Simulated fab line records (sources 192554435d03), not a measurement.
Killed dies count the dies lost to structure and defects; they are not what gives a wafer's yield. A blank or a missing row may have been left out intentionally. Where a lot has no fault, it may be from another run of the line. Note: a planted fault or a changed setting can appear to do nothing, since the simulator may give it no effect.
Problem report, 8D (eight disciplines) form, completed by code :: flow n5-finfet :: the parts of the form that need people (team, actions taken, sign-off) are left out
Where a reading is given only as a bound, like >300, the bound stands for it, and a mean or a difference that rests on one is marked > or <: the true number lies beyond.

1. THE PROBLEM
raw-defect-count at N5_HKMG_FIN_INSPECT_14 reads a mean of >300 on 3 wafers of 2 lots; wafers without a fault read 2.2 with a standard deviation of 1.5. So: +99 or more standard deviations from the usual mean.
The step: inspects for defects (macro).
Earliest sighting: wafer L149.2 on defect-inspect-01 at day 8 19:50. Wafers with a number at this step in the record: 12, from 4 lots. Rule for "out", or "out of limits": more than 4 standard deviations from the usual mean. The rest of the wafers with a number are treated as sound.

2. WHAT IT IS, WHAT IT ISN'T
question: which readings at this step
is: raw-defect-count
is not: -

question: which lots
is: L149, L150
is not: L134, L152

question: which wafers of those lots
is: L149.2, L149.5, L150.3
is not: L149.4, L150.1, L150.5

question: read on which gauges
is: defect-inspect-01, defect-inspect-02
is not: -

question: when
is: from day 8 19:50
is not: up to then (4 sound wafers); but 5 sound wafers of L150, L152 came after

3. SUSPECTS, AND WHAT RULES EACH OUT
Counting: a tool at a process step up to the reading stays a suspect if it ran every lot that is out. Sound lots after the first of them don't rule it out here, since some wafers of a struck lot are sound.
- the gauge at N5_HKMG_FIN_INSPECT_14: ruled out. Those wafers that are out were read across 2 gauges (defect-inspect-01, defect-inspect-02).
- rie-diel-03 at N5_HKMG_FIN_ETCH_54 (etches SiARC in CF4, target depth 45.5 nm, time 75.8 s): kept. Every lot that is out went through it, the first being L149 (day 8 16:25); the last sound lot it ran before that was L134 (day 4 20:25).
- At N5_HKMG_FIN_ETCH_54, inside rie-diel-03: chamber 0 took the wafers that are out, while their sound lot-mates went through chambers 1, 2, 3.
Remaining after the count: rie-diel-03 at N5_HKMG_FIN_ETCH_54.

4. THE CAUSE (what the simulator had put in)
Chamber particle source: rie-diel-03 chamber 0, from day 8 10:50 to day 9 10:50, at N5_HKMG_FIN_ETCH_54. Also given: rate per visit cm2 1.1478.
This tool alone remained once counting was done.

5. THE CHAIN OF EFFECTS, in route order
Each row: a reading whose mean over the struck wafers that have a number lies more than 3 standard deviations from the usual. Only readings whose record carries a usual standard deviation are examined. hours: median over the lots of the time between each lot's start at the first step of this table that gives one and its start at this step. sigmas: the change, counted in usual standard deviations.
hours: 0
step: N5_HKMG_FIN_INSPECT_14
reading: raw-defect-count
usual: 2.2
on struck wafers: >300
change: >+298
sigmas: +99 or more

hours: 239
step: N5_PASSIVATION_PROBE_49
reading: defect-limited-yield
usual: 91.0 %
on struck wafers: 80.7
change: -10.3
sigmas: -7.3

hours: 239
step: N5_PASSIVATION_PROBE_49
reading: killed-at-front-end
usual: 41
on struck wafers: 165
change: +124
sigmas: +10

hours: 239
step: N5_PASSIVATION_PROBE_49
reading: killed-dies
usual: 106
on struck wafers: 227
change: +121
sigmas: +7.1

hours: 239
step: N5_PASSIVATION_PROBE_49
reading: sort_bin_5_function
usual: 5.3 %
on struck wafers: 12.1
change: +6.8
sigmas: +6.8

hours: 239
step: N5_PASSIVATION_PROBE_49
reading: sort-n-pass
usual: 1073
on struck wafers: 953
change: -120
sigmas: -7.1

hours: 239
step: N5_PASSIVATION_PROBE_49
reading: sort-yield-pct
usual: 91.0 %
on struck wafers: 80.7
change: -10.3
sigmas: -7.3
Process steps it contains:
- N5_PASSIVATION_PROBE_49
Later measuring or inspecting steps at which every struck wafer that the step has a row for has a number for every such reading, and none has moved that far: N5_BEOL_M4_RC_MEAS_101.

6. WHAT WOULD HAVE CAUGHT IT SOONER
Counted from the fault's start at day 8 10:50, it took 9 hours until the first out-of-limits reading at a measuring or inspecting step in this record, taken at day 8 19:50.
An alarm limit of 4 standard deviations would not have fired on the tool readings at N5_HKMG_FIN_ETCH_54 for which the record gives a usual standard deviation, since none of them was out on any struck wafer.
Lots out: 2; of these, L150 started N5_HKMG_FIN_ETCH_54 on rie-diel-03 after day 8 19:50. Holding the tool at that time would have saved it.
